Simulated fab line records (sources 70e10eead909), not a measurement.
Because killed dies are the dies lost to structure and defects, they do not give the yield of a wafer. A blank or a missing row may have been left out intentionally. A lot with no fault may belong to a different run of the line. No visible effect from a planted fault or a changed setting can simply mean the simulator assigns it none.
Which tool did it? :: flow nandHarc :: 14 lots with 42 wafers sampled at 4 steps, on a route of 1302 steps

WHAT THE GAUGES READ, wafer by wafer
NHARC_A_WL_FILL_INSPECT_15. Usual: rawDefectCount reads 483 (standard deviation 120).
lot: L109
measured: day 21 10:29
on: defectInspect-01
rawDefectCount: 682 504 398
flag: 

lot: L112
measured: day 21 23:10
on: defectInspect-02
rawDefectCount: 397 464 428
flag: 

lot: L111
measured: day 22 10:37
on: defectInspect-02
rawDefectCount: 514 452 413
flag: 

lot: L114
measured: day 23 03:01
on: defectInspect-02
rawDefectCount: 416 614 427
flag: 

lot: L115
measured: day 23 17:58
on: defectInspect-02
rawDefectCount: 243 422 333
flag: 

lot: L118
measured: day 24 16:32
on: defectInspect-01
rawDefectCount: 426 448 524
flag: 

lot: L117
measured: day 24 19:43
on: defectInspect-01
rawDefectCount: 307 391 282
flag: 

lot: L119
measured: day 25 05:43
on: defectInspect-02
rawDefectCount: 497 634 599
flag: 

lot: L126
measured: day 28 09:41
on: defectInspect-02
rawDefectCount: 560 495 644
flag: 

lot: L127
measured: day 28 23:18
on: defectInspect-01
rawDefectCount: 430 386 351
flag: 

lot: L129
measured: day 29 15:50
on: defectInspect-01
rawDefectCount: 582 562 701
flag: 

lot: L130
measured: day 29 15:54
on: defectInspect-01
rawDefectCount: 357 456 539
flag: 

lot: L131
measured: day 30 14:13
on: defectInspect-02
rawDefectCount: 377 373 554
flag: 

lot: L132
measured: day 31 07:10
on: defectInspect-02
rawDefectCount: 600 525 617
flag: 

WHAT TOOL EACH LOT RAN ON (gives the tool, then ch and the chambers of the sampled wafers, and finally the start)
lot: L109
NHARC_A_WL_FILL_ETCHBACK_04: rieMetal-02 ch 0,1, day 20 17:29
NHARC_A_WL_FILL_STRIP_29: rieDiel-01 ch 2,3, day 21 03:50
NHARC_A_WL_FILL_ETCHBACK_17: rieMetal-01 ch 0,1, day 21 03:56

lot: L112
NHARC_A_WL_FILL_ETCHBACK_04: rieMetal-03 ch 0,1, day 21 04:02
NHARC_A_WL_FILL_STRIP_29: rieDiel-01 ch 0,1, day 21 16:25
NHARC_A_WL_FILL_ETCHBACK_17: rieMetal-03 ch 1, day 21 16:30

lot: L111
NHARC_A_WL_FILL_ETCHBACK_04: rieMetal-01 ch 0,1, day 21 15:17
NHARC_A_WL_FILL_STRIP_29: rieDiel-05 ch 1,2, day 22 04:09
NHARC_A_WL_FILL_ETCHBACK_17: rieMetal-02 ch 0,1, day 22 04:16

lot: L114
NHARC_A_WL_FILL_ETCHBACK_04: rieMetal-01 ch 0,1, day 22 08:31
NHARC_A_WL_FILL_STRIP_29: rieDiel-01 ch 0,3, day 22 20:32
NHARC_A_WL_FILL_ETCHBACK_17: rieMetal-02 ch 0,1, day 22 20:37

lot: L115
NHARC_A_WL_FILL_ETCHBACK_04: rieMetal-02 ch 0,1, day 22 22:26
NHARC_A_WL_FILL_STRIP_29: rieDiel-01 ch 1,2,3, day 23 11:31
NHARC_A_WL_FILL_ETCHBACK_17: rieMetal-01 ch 0,1, day 23 11:40

lot: L118
NHARC_A_WL_FILL_ETCHBACK_04: rieMetal-02 ch 0,1, day 23 22:59
NHARC_A_WL_FILL_STRIP_29: rieDiel-02 ch 0,1,3, day 24 10:02
NHARC_A_WL_FILL_ETCHBACK_17: rieMetal-01 ch 0,1, day 24 10:08

lot: L117
NHARC_A_WL_FILL_ETCHBACK_04: rieMetal-01 ch 0,1, day 24 02:48
NHARC_A_WL_FILL_STRIP_29: rieDiel-05 ch 0,1,2, day 24 13:17
NHARC_A_WL_FILL_ETCHBACK_17: rieMetal-01 ch 0,1, day 24 13:23

lot: L119
NHARC_A_WL_FILL_ETCHBACK_04: rieMetal-02 ch 0,1, day 24 09:05
NHARC_A_WL_FILL_STRIP_29: rieDiel-01 ch 0,2, day 24 23:13
NHARC_A_WL_FILL_ETCHBACK_17: rieMetal-02 ch 0,1, day 24 23:20

lot: L126
NHARC_A_WL_FILL_ETCHBACK_04: rieMetal-01 ch 0,1, day 27 17:11
NHARC_A_WL_FILL_STRIP_29: rieDiel-02 ch 0,1,2, day 28 03:14
NHARC_A_WL_FILL_ETCHBACK_17: rieMetal-03 ch 0,1, day 28 03:19

lot: L127
NHARC_A_WL_FILL_ETCHBACK_04: rieMetal-02 ch 0,1, day 28 06:17
NHARC_A_WL_FILL_STRIP_29: rieDiel-01 ch 1,2,3, day 28 18:44
NHARC_A_WL_FILL_ETCHBACK_17: rieMetal-01 ch 0,1, day 28 18:52

lot: L129
NHARC_A_WL_FILL_ETCHBACK_04: rieMetal-02 ch 0,1, day 28 17:50
NHARC_A_WL_FILL_STRIP_29: rieDiel-05 ch 0,1,2, day 29 09:31
NHARC_A_WL_FILL_ETCHBACK_17: rieMetal-02 ch 0,1, day 29 09:36

lot: L130
NHARC_A_WL_FILL_ETCHBACK_04: rieMetal-03 ch 0,1, day 28 23:35
NHARC_A_WL_FILL_STRIP_29: rieDiel-01 ch 0,2,3, day 29 09:32
NHARC_A_WL_FILL_ETCHBACK_17: rieMetal-01 ch 0,1, day 29 09:37

lot: L131
NHARC_A_WL_FILL_ETCHBACK_04: rieMetal-02 ch 0,1, day 29 21:40
NHARC_A_WL_FILL_STRIP_29: rieDiel-02 ch 0,2,3, day 30 07:41
NHARC_A_WL_FILL_ETCHBACK_17: rieMetal-01 ch 0,1, day 30 07:46

lot: L132
NHARC_A_WL_FILL_ETCHBACK_04: rieMetal-03 ch 0,1, day 30 09:37
NHARC_A_WL_FILL_STRIP_29: rieDiel-01 ch 0,1,3, day 31 00:41
NHARC_A_WL_FILL_ETCHBACK_17: rieMetal-02 ch 0,1, day 31 00:46
- NHARC_A_WL_FILL_ETCHBACK_04: etches the open film in NF3, target depth 60 nm, time 120 s.
- NHARC_A_WL_FILL_STRIP_29: strips in O2, time 20 s.
- NHARC_A_WL_FILL_ETCHBACK_17: etches the open film in Cl2/BCl3, target depth 4 nm, time 26.7 s.

WHAT THE TOOLS THEMSELVES READ (means of the sampled wafers that have a number; where no wafer has one, the mark that the record gives instead)
NHARC_A_WL_FILL_ETCHBACK_04. Usual: drypumpMotorCurrentA 5.66 A, standard deviation 0.25; oesProductAu 1.003 a.u., standard deviation 0.0075; runLengthS 141.4 s, standard deviation 0.33.
lot: L109
tool: rieMetal-02
drypumpMotorCurrentA (A): 5.59
oesProductAu (a.u.): 0.998
runLengthS (s): 141.5
flag: 

lot: L112
tool: rieMetal-03
drypumpMotorCurrentA (A): 5.77
oesProductAu (a.u.): 1.001
runLengthS (s): 141.8
flag: 

lot: L111
tool: rieMetal-01
drypumpMotorCurrentA (A): 5.78
oesProductAu (a.u.): 0.997
runLengthS (s): 141.2
flag: 

lot: L114
tool: rieMetal-01
drypumpMotorCurrentA (A): 5.87
oesProductAu (a.u.): 1.006
runLengthS (s): 141.3
flag: 

lot: L115
tool: rieMetal-02
drypumpMotorCurrentA (A): 5.41
oesProductAu (a.u.): 1.007
runLengthS (s): 141.5
flag: 

lot: L118
tool: rieMetal-02
drypumpMotorCurrentA (A): 5.42
oesProductAu (a.u.): 1.001
runLengthS (s): 141.4
flag: 

lot: L117
tool: rieMetal-01
drypumpMotorCurrentA (A): 5.76
oesProductAu (a.u.): 0.998
runLengthS (s): 141.3
flag: 

lot: L119
tool: rieMetal-02
drypumpMotorCurrentA (A): 5.41
oesProductAu (a.u.): 1.011
runLengthS (s): 141.3
flag: 

lot: L126
tool: rieMetal-01
drypumpMotorCurrentA (A): 5.79
oesProductAu (a.u.): 1.003
runLengthS (s): 141.4
flag: 

lot: L127
tool: rieMetal-02
drypumpMotorCurrentA (A): 5.40
oesProductAu (a.u.): 1.012
runLengthS (s): 141.3
flag: 

lot: L129
tool: rieMetal-02
drypumpMotorCurrentA (A): 5.40
oesProductAu (a.u.): 1.008
runLengthS (s): 141.6
flag: 

lot: L130
tool: rieMetal-03
drypumpMotorCurrentA (A): 5.62
oesProductAu (a.u.): 1.009
runLengthS (s): 141.3
flag: 

lot: L131
tool: rieMetal-02
drypumpMotorCurrentA (A): 5.57
oesProductAu (a.u.): 1.000
runLengthS (s): 141.6
flag: 

lot: L132
tool: rieMetal-03
drypumpMotorCurrentA (A): 5.62
oesProductAu (a.u.): 0.990
runLengthS (s): 141.1
flag: 

NHARC_A_WL_FILL_STRIP_29. Usual: drypumpMotorCurrentA 5.6 A, standard deviation 0.43; o2FlowSccm 499.9 sccm, standard deviation 1.5; oesProductAu 1.000 a.u., standard deviation 0.0072; rfVppV 57.7 V, standard deviation 0.84; showerheadPlenumPTorr 3.51 Torr, standard deviation 0.13; throttleValvePct 17.037 %, standard deviation 0.0089.
lot: L109
tool: rieDiel-01
drypumpMotorCurrentA (A): 6.0
o2FlowSccm (sccm): 499.1
oesProductAu (a.u.): 0.998
rfVppV (V): 57.7
showerheadPlenumPTorr (Torr): 3.45
throttleValvePct (%): 17.028
flag: 

lot: L112
tool: rieDiel-01
drypumpMotorCurrentA (A): 5.6
o2FlowSccm (sccm): 498.9
oesProductAu (a.u.): 1.001
rfVppV (V): 57.7
showerheadPlenumPTorr (Torr): 3.48
throttleValvePct (%): 17.036
flag: 

lot: L111
tool: rieDiel-05
drypumpMotorCurrentA (A): 5.9
o2FlowSccm (sccm): 500.6
oesProductAu (a.u.): 0.996
rfVppV (V): 57.1
showerheadPlenumPTorr (Torr): 3.58
throttleValvePct (%): 17.037
flag: 

lot: L114
tool: rieDiel-01
drypumpMotorCurrentA (A): 5.8
o2FlowSccm (sccm): 500.0
oesProductAu (a.u.): 1.005
rfVppV (V): 57.1
showerheadPlenumPTorr (Torr): 3.43
throttleValvePct (%): 17.023
flag: 

lot: L115
tool: rieDiel-01
drypumpMotorCurrentA (A): 5.8
o2FlowSccm (sccm): 499.3
oesProductAu (a.u.): 0.988
rfVppV (V): 57.8
showerheadPlenumPTorr (Torr): 3.49
throttleValvePct (%): 17.028
flag: 

lot: L118
tool: rieDiel-02
drypumpMotorCurrentA (A): 5.8
o2FlowSccm (sccm): 498.6
oesProductAu (a.u.): 0.999
rfVppV (V): 58.4
showerheadPlenumPTorr (Torr): 3.55
throttleValvePct (%): 17.032
flag: 

lot: L117
tool: rieDiel-05
drypumpMotorCurrentA (A): 5.6
o2FlowSccm (sccm): 498.2
oesProductAu (a.u.): 1.006
rfVppV (V): 57.6
showerheadPlenumPTorr (Torr): 3.65
throttleValvePct (%): 17.035
flag: 

lot: L119
tool: rieDiel-01
drypumpMotorCurrentA (A): 5.3
o2FlowSccm (sccm): 502.9
oesProductAu (a.u.): 1.001
rfVppV (V): 58.4
showerheadPlenumPTorr (Torr): 3.38
throttleValvePct (%): 17.036
flag: 

lot: L126
tool: rieDiel-02
drypumpMotorCurrentA (A): 5.6
o2FlowSccm (sccm): 499.7
oesProductAu (a.u.): 1.001
rfVppV (V): 57.5
showerheadPlenumPTorr (Torr): 3.56
throttleValvePct (%): 17.040
flag: 

lot: L127
tool: rieDiel-01
drypumpMotorCurrentA (A): 5.8
o2FlowSccm (sccm): 499.6
oesProductAu (a.u.): 1.004
rfVppV (V): 57.3
showerheadPlenumPTorr (Torr): 3.49
throttleValvePct (%): 17.035
flag: 

lot: L129
tool: rieDiel-05
drypumpMotorCurrentA (A): 5.7
o2FlowSccm (sccm): 500.7
oesProductAu (a.u.): 0.995
rfVppV (V): 57.1
showerheadPlenumPTorr (Torr): 3.65
throttleValvePct (%): 17.044
flag: 

lot: L130
tool: rieDiel-01
drypumpMotorCurrentA (A): 5.7
o2FlowSccm (sccm): 499.8
oesProductAu (a.u.): 1.009
rfVppV (V): 57.4
showerheadPlenumPTorr (Torr): 3.41
throttleValvePct (%): 17.034
flag: 

lot: L131
tool: rieDiel-02
drypumpMotorCurrentA (A): 5.8
o2FlowSccm (sccm): 500.3
oesProductAu (a.u.): 1.004
rfVppV (V): 57.0
showerheadPlenumPTorr (Torr): 3.46
throttleValvePct (%): 17.041
flag: 

lot: L132
tool: rieDiel-01
drypumpMotorCurrentA (A): 5.9
o2FlowSccm (sccm): 498.7
oesProductAu (a.u.): 1.003
rfVppV (V): 58.1
showerheadPlenumPTorr (Torr): 3.50
throttleValvePct (%): 17.036
flag: 

NHARC_A_WL_FILL_ETCHBACK_17. Usual: drypumpMotorCurrentA 5.68 A, standard deviation 0.25; oesProductAu 1.001 a.u., standard deviation 0.007; runLengthS 48.1 s, standard deviation 0.33.
lot: L109
tool: rieMetal-01
drypumpMotorCurrentA (A): 5.86
oesProductAu (a.u.): 1.001
runLengthS (s): 48.2
flag: 

lot: L112
tool: rieMetal-03
drypumpMotorCurrentA (A): 5.91
oesProductAu (a.u.): 0.996
runLengthS (s): 48.5
flag: 

lot: L111
tool: rieMetal-02
drypumpMotorCurrentA (A): 5.41
oesProductAu (a.u.): 1.002
runLengthS (s): 48.1
flag: 

lot: L114
tool: rieMetal-02
drypumpMotorCurrentA (A): 5.43
oesProductAu (a.u.): 1.006
runLengthS (s): 48.0
flag: 

lot: L115
tool: rieMetal-01
drypumpMotorCurrentA (A): 5.77
oesProductAu (a.u.): 0.994
runLengthS (s): 48.1
flag: 

lot: L118
tool: rieMetal-01
drypumpMotorCurrentA (A): 5.82
oesProductAu (a.u.): 1.001
runLengthS (s): 43.4
flag: OFF

lot: L117
tool: rieMetal-01
drypumpMotorCurrentA (A): 5.87
oesProductAu (a.u.): 0.995
runLengthS (s): 43.7
flag: OFF

lot: L119
tool: rieMetal-02
drypumpMotorCurrentA (A): 5.57
oesProductAu (a.u.): 1.006
runLengthS (s): 48.3
flag: 

lot: L126
tool: rieMetal-03
drypumpMotorCurrentA (A): 5.63
oesProductAu (a.u.): 1.007
runLengthS (s): 47.9
flag: 

lot: L127
tool: rieMetal-01
drypumpMotorCurrentA (A): 5.89
oesProductAu (a.u.): 0.993
runLengthS (s): 47.9
flag: 

lot: L129
tool: rieMetal-02
drypumpMotorCurrentA (A): 5.58
oesProductAu (a.u.): 1.005
runLengthS (s): 48.3
flag: 

lot: L130
tool: rieMetal-01
drypumpMotorCurrentA (A): 5.85
oesProductAu (a.u.): 1.007
runLengthS (s): 48.1
flag: 

lot: L131
tool: rieMetal-01
drypumpMotorCurrentA (A): 5.76
oesProductAu (a.u.): 1.005
runLengthS (s): 48.0
flag: 

lot: L132
tool: rieMetal-02
drypumpMotorCurrentA (A): 5.40
oesProductAu (a.u.): 1.012
runLengthS (s): 48.1
flag: 

THE ANSWER, worked out from the rows above alone
Rule: a lot counts as off when the mean over its wafers that have a number is more than 3 standard deviations away from the usual mean. A lot without any number at a reading at which 4 lots or more have one is off too. All remaining lots with rows at the step are treated as sound. The gauges are gone through in route order, then the tools' own readings, and for those a lot's mean is taken as printed above. The first step at which some lot is off is used, and at that step the reading that is off furthest; a lot without a number counts as furthest.
Off: L118, L117 (NHARC_A_WL_FILL_ETCHBACK_17, runLengthS).
A tool fits if, at that step or a process step before it, it ran every lot that is off, and no sound lot after the first of them. None of those tried fits.

WHAT WAS PUT IN BY THE SIMULATOR
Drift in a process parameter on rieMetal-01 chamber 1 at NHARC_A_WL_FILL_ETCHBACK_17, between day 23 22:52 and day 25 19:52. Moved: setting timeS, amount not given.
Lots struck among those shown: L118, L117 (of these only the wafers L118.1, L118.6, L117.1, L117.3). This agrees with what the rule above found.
